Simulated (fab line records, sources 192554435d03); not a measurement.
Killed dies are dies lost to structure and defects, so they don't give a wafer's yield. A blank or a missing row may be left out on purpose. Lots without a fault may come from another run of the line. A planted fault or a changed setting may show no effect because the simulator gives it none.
Chamber matching | flow n5_finfet | N5_PMOS_HMC_CHANNEL_EPI_ETCH_32 on rie_diel-06: 4 sister chambers
The step etches BARC in N2/H2, stops on SiO2, target depth 85.8 nm, time 50.3 s. 4 wafers are shown with their chamber, then 8 later ones without.

WAFERS WITH THEIR CHAMBER
wafer  | chamber | showerhead_plenum_p_Torr (Torr)
L081.3 | 2       | 2.65
L084.5 | 1       | 2.54
L084.6 | 0       | 2.47
L085.1 | 3       | 2.64

WAFERS WITHOUT THEIR CHAMBER
wafer  | showerhead_plenum_p_Torr (Torr)
L085.4 | 2.65
L085.5 | 2.47
L089.1 | 2.54
L089.3 | 2.65
L089.4 | 2.47
L097.1 | 2.53
L097.3 | 2.46
L097.5 | 2.63

WHICH CHAMBER EACH WENT THROUGH
wafer  | from the rows above     | in truth
L085.4 | can't be placed: 2 or 3 | 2
L085.5 | 0                       | 0
L089.1 | 1                       | 1
L089.3 | can't be placed: 2 or 3 | 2
L089.4 | 0                       | 0
L097.1 | 1                       | 1
L097.3 | 0                       | 0
L097.5 | can't be placed: 3 or 2 | 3
Placed correctly: 5 of 8. Can't be placed from these rows: 3 (the true chamber is among the candidates in 3). Placed wrongly: 0.
How it was worked out, from the rows above alone: a wafer's distance from a chamber is the root of the sum, over the readings, of the square of ((its reading less the chamber's mean) divided by the reading's scatter). The wafer belongs to the nearest chamber; if the next one is less than 2 further off, it can't be placed. A chamber's mean is the mean of its shown wafers. The scatter: with one shown wafer a chamber, the root of the mean of the squares of how far each hidden wafer lies from its nearest shown one.
